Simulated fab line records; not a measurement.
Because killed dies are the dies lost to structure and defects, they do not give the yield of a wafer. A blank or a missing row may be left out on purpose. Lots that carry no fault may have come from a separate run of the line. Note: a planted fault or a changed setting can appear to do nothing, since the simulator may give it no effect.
Split-lot experiment | flow n5_finfet | route with 1938 steps; 7 lots, 39 wafers read

## THE SPLIT
At N5_PASSIVATION_ETCH_15 (etches SiCN in CF4/N2, target depth 75 nm, time 81.2 s), the setting target_depth_a was moved away from the recipe's 750 angstrom on 15 of the 39 wafers read, by -45.4% to +43.3%. All remaining wafers had this setting at the recipe value.

The reading is taken at the split's own step.

## THE READING
etch.depth_nm (the simulator's own value, which no gauge read), in nm, at N5_PASSIVATION_ETCH_15 (etches SiCN in CF4/N2, target depth 75 nm, time 81.2 s). No usual value for it is given in the file. Average 64.66 nm, standard deviation 1.9 nm, over the 24 wafers here run with the recipe.

wafer  | tool, chamber at the split | target_depth_a as run, angstrom | against the recipe | etch.depth_nm, nm | against lot-mates on the recipe
L076.1 | rie_diel-06, 1             | 750                             | recipe             | 62.88             | -
L076.2 | rie_diel-06, 3             | 409.6                           | -45.4%             | 33.58             | -30.85
L076.3 | rie_diel-06, 0             | 750                             | recipe             | 66.79             | -
L076.4 | rie_diel-06, 2             | 409.6                           | -45.4%             | 36.36             | -28.07
L076.5 | rie_diel-06, 1             | 750                             | recipe             | 63.61             | -
L076.6 | rie_diel-06, 0             | 409.6                           | -45.4%             | 36.54             | -27.89
L077.1 | rie_diel-06, 2             | 750                             | recipe             | 66.19             | -
L077.2 | rie_diel-06, 0             | 750                             | recipe             | 66.91             | -
L077.6 | rie_diel-06, 1             | 750                             | recipe             | 63.14             | -
L081.1 | rie_diel-04, 0             | 1075                            | +43.3%             | 94.02             | +30.17
L081.2 | rie_diel-04, 1             | 1075                            | +43.3%             | 96.26             | +32.41
L081.3 | rie_diel-04, 3             | 750                             | recipe             | 64.92             | -
L081.4 | rie_diel-04, 2             | 750                             | recipe             | 62                | -
L081.5 | rie_diel-04, 3             | 1075                            | +43.3%             | 93.58             | +29.73
L081.6 | rie_diel-04, 0             | 750                             | recipe             | 64.63             | -
L084.1 | rie_diel-06, 2             | 750                             | recipe             | 65.52             | -
L084.2 | rie_diel-06, 1             | 750                             | recipe             | 61.47             | -
L084.3 | rie_diel-06, 0             | 982.9                           | +31.1%             | 87.06             | +22.90
L084.4 | rie_diel-06, 3             | 982.9                           | +31.1%             | 79.32             | +15.16
L084.5 | rie_diel-06, 2             | 750                             | recipe             | 65.49             | -
L084.6 | rie_diel-06, 1             | 982.9                           | +31.1%             | 80.81             | +16.65
L088.1 | rie_diel-04, 1             | 750                             | recipe             | 66.99             | -
L088.2 | rie_diel-04, 3             | 484.9                           | -35.3%             | 41.77             | -23.42
L088.3 | rie_diel-04, 0             | 484.9                           | -35.3%             | 41.73             | -23.46
L088.4 | rie_diel-04, 2             | 750                             | recipe             | 63.85             | -
L088.5 | rie_diel-04, 0             | 484.9                           | -35.3%             | 42.04             | -23.15
L088.6 | rie_diel-04, 3             | 750                             | recipe             | 64.74             | -
L095.1 | rie_diel-06, 1             | 1015                            | +35.3%             | 90.65             | +26.48
L095.2 | rie_diel-06, 0             | 1015                            | +35.3%             | 89.47             | +25.30
L095.3 | rie_diel-06, 2             | 750                             | recipe             | 65.02             | -
L095.4 | rie_diel-06, 3             | 1015                            | +35.3%             | 82.59             | +18.42
L095.5 | rie_diel-06, 0             | 750                             | recipe             | 66.01             | -
L095.6 | rie_diel-06, 3             | 750                             | recipe             | 61.47             | -
L093.1 | rie_diel-06, 3             | 750                             | recipe             | 61.8              | -
L093.2 | rie_diel-06, 1             | 750                             | recipe             | 67.73             | -
L093.3 | rie_diel-06, 0             | 750                             | recipe             | 66.74             | -
L093.4 | rie_diel-06, 2             | 750                             | recipe             | 65.81             | -
L093.5 | rie_diel-06, 3             | 750                             | recipe             | 62.12             | -
L093.6 | rie_diel-06, 2             | 750                             | recipe             | 66.02             | -

FIT RESULTS
A straight line over all 39 wafers: etch.depth_nm changes by +0.647 nm for each +1% of target_depth_a; r = +0.99; the points scatter about the line by 2.3 nm.
The same after taking each lot's own level away (the mean of its wafers on the recipe; 39 wafers): +0.657 nm for each +1%; r = +0.99; scatter 2.3 nm.
The reading moves by 30 nm for the largest change in target_depth_a, on that fit.
From 63.850 to 65.413 nm: that is the span of the lots' own levels, equal to 0.8 times the standard deviation above.
So the lot-to-lot level changes the slope little: the two slopes agree.
Check: for one of the wafers moved furthest among these (-45.4%), held out of the fit, the line's prediction against its lot-mates is -29.6 nm. It came out at -30.8 nm against them.

## THE WHOLE CHAIN: every reading that the file lists as answering this split, in the file's order
step                    | what it does                                           | reading                                                        | change (the file's fit)                                                     | r (the file's)
N5_PASSIVATION_ETCH_15  | etches SiCN in CF4/N2, target depth 75 nm, time 81.2 s | etch.depth_nm (the simulator's own value, which no gauge read) | +0.657 nm for each +1% of the setting                                       | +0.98
N5_PASSIVATION_PROBE_49 |                                                        | killed_at_other                                                | not straight: 1074 at the lowest setting, 4 at the recipe, 5 at the highest | not given

## THE FILE'S OWN FIT
etch.depth_nm changes by +0.657 nm for each +1% of target_depth_a, r = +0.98.
